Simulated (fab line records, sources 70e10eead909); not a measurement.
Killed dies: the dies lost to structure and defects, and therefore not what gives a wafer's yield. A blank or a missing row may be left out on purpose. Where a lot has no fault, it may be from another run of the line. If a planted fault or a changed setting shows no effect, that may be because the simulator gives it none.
A struck lot beside a sound one + flow nandHarc + 44 steps out of a route of 1302
Sound: these wafers, L567.1, L567.4, L567.5. Struck: wafer L572.4. (L572.3, L572.6 of the same lot were not struck and are left out.) The cause comes at the end.
For every step that has rows: the tool of each side, followed by ch and its chambers, followed by its first start. Under that, the readings that differ: sound wafers + struck wafers + difference of the means + sigmas: that difference in standard deviations of wafers without a fault.
alike: same words and numbers on both sides, and readings whose means sit less than 2 such deviations apart. not compared: any withheld reading, any reading some wafer has no value for, any bound like >300 that may hide the same value, and any number with overlapping values for which the record gives no deviation.
A row with sigmas, a row that says differs or no value, or rows on one side alone: a step with any of these is where the two part. Numbers that have no deviation but don't overlap get no sigmas and don't part them. A reading that every wafer of one side lacks parts them only if that side has two wafers or more.

first, 2 steps without rows for these wafers: NHARC_P_GATE_DESCUM_31 (chemistry O2, time 3 s); NHARC_P_GATE_ETCH_104 (etches the open film in CF4/CHF3, target depth 60 nm).
NHARC_P_GATE_HM_OPEN_105: chemistry O2/COS, target depth 360 nm.
  sound on rieDiel-06 ch 2,3; struck on rieDiel-06 ch 3
  alike: drypumpMotorCurrentA, oesProductAu, rfVppV, showerheadPlenumPTorr, throttleValvePct
  not compared: rfHoursCounterH
then, 1 step without rows for these wafers: NHARC_P_GATE_STRIP_106 (strips in O2/COS).
NHARC_P_GATE_ETCH_114: etches the open film in CF4/O2, target depth 30 nm, overetch 3 nm, time 16.5 s.
  sound on rieDiel-06 ch 0,2,3; struck on rieDiel-06 ch 1
  alike: drypumpMotorCurrentA, oesProductAu, rfVppV, showerheadPlenumPTorr, throttleValvePct
  not compared: rfHoursCounterH
then, 2 steps without rows for these wafers: NHARC_P_GATE_ETCH_32 (etches the open film in HBr/Cl2, target depth 150 nm, time 100.1 s); NHARC_P_GATE_STRIP_108 (strips in O2).
NHARC_P_GATE_CD_MEAS_33:
  sound: cdSem-02 at day 6 03:11; struck: cdSem-02 at day 8 06:50
  alike: cdNm
then, 3 steps without rows for these wafers: NHARC_P_GATE_STRIP_35 (strips in SPM, time 600 s); NHARC_P_GATE_PRECLEAN_73 (cleans in SC1); NHARC_P_GATE_SRD_74.
NHARC_P_GATE_ALD_36: deposits SiNx, target thk 20 nm, pulse time 60 s, ald cycles 223.
  sound on aldSin-01 ch 0,3, day 6 06:29; struck on aldSin-04 ch 1, day 8 10:33
  alike: heaterPowerOuterW, heaterPowerW, precursorPulseHeightRel
NHARC_P_GATE_ETCHBACK_37: etches the open film in CHF3/O2, target depth 34.5 nm, time 17.2 s.
  sound on rieDiel-10 ch 2,3, day 6 15:19; struck on rieDiel-07 ch 0, day 8 16:59
| reading                      | sound             | struck | difference | sigmas |
|------------------------------|-------------------|--------|------------|--------|
| drypumpMotorCurrentA (A)     | 5.5 5.5 5.5       | 6.6    | +1.1       | +3     |
| rfVppV (V)                   | 368.3 368.9 368.3 | 374.8  | +6.3       | +3     |
| showerheadPlenumPTorr (Torr) | 2.31 2.31 2.31    | 2.56   | +0.25      | +3     |
  alike: oesProductAu, throttleValvePct
  not compared: rfHoursCounterH
then, 13 steps without rows for these wafers: NHARC_P_GATE_STRIP_101 (strips in O2, time 20 s); NHARC_P_GATE_PRECLEAN_97 (cleans in SPM, time 600 s); NHARC_P_GATE_SRD_98; NHARC_P_GATE_PRECLEAN_99 (cleans in SC1); NHARC_P_GATE_SRD_100; NHARC_P_GATE_DEHYDRATE_38 (time 120 s); NHARC_P_GATE_HMDS_39 (time 30 s); NHARC_P_GATE_COAT_40; NHARC_P_GATE_SOFTBAKE_41 (time 95 s); NHARC_P_GATE_EBR_42; NHARC_P_GATE_EXPOSE_43 (exposes mask P NSD, target cd 720 nm); NHARC_P_GATE_PEB_44 (peb time 85 s); NHARC_P_GATE_DEVELOP_45 (time 70 s).
NHARC_P_GATE_CD_MEAS_46: the cd target is 720 nm.
  sound on cdSem-01 ch 0, day 6 16:20; struck on cdSem-02 ch 0, day 8 17:53
  alike: cdNm
then, 1 step without rows for these wafers: NHARC_P_GATE_HARDBAKE_47 (time 80 s).
NHARC_P_GATE_DESCUM_48: chemistry O2, time 3 s.
  sound on rieDiel-10 ch 0,2,3, day 6 16:31; struck on rieDiel-06 ch 2, day 8 18:02
  alike: drypumpMotorCurrentA, oesProductAu, rfVppV, showerheadPlenumPTorr, throttleValvePct
  not compared: rfHoursCounterH
then, 2 steps without rows for these wafers: NHARC_P_GATE_IMPLANT_49; NHARC_P_GATE_STRIP_111 (strips in N2/H2, time 250 s).
NHARC_P_GATE_STRIP_75: strips in O2.
  sound on plasmaAsher-02 ch 0,1, day 6 17:10; struck on plasmaAsher-02 ch 0, day 8 18:43
  alike: drypumpMotorCurrentA, heaterPowerW
  not compared: rfHoursCounterH
then, 9 steps without rows for these wafers: NHARC_P_GATE_STRIP_50 (strips in SPM, time 900 s); NHARC_P_GATE_DEHYDRATE_51 (time 120 s); NHARC_P_GATE_HMDS_52 (time 30 s); NHARC_P_GATE_COAT_53; NHARC_P_GATE_SOFTBAKE_54 (time 95 s); NHARC_P_GATE_EBR_55; NHARC_P_GATE_EXPOSE_56 (exposes mask P PSD, target cd 720 nm); NHARC_P_GATE_PEB_57 (peb time 85 s); NHARC_P_GATE_DEVELOP_58 (time 70 s).
NHARC_P_GATE_CD_MEAS_59: the cd target is 720 nm.
  sound on cdSem-01 ch 0, day 6 18:05; struck on cdSem-01 ch 0, day 8 19:39
  alike: cdNm
NHARC_P_GATE_INSPECT_68:
  sound: defectInspect-02 at day 6 22:56; struck: defectInspect-02 at day 9 00:28
| reading        | sound       | struck | difference | sigmas |
|----------------|-------------|--------|------------|--------|
| rawDefectCount | 174 213 216 | 556    | +355       | +5     |
-- record jumps: 19 days between struck wafers' starts before vs after; left off in module P_GATE, resumes in module END, first step shown is number 1302 of the route --
NHARC_END_SORT_01:
  at this point the record logs the struck wafers (prober-01 ch 0, day 28 11:58) and has no rows for the sound ones

## WHERE THEY PART
Last at NHARC_END_SORT_01 as far as this record goes, first at NHARC_P_GATE_ETCHBACK_37.

WHY: the cause the simulator had injected
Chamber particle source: rieDiel-07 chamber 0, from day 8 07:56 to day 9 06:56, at NHARC_P_GATE_ETCHBACK_37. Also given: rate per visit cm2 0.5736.
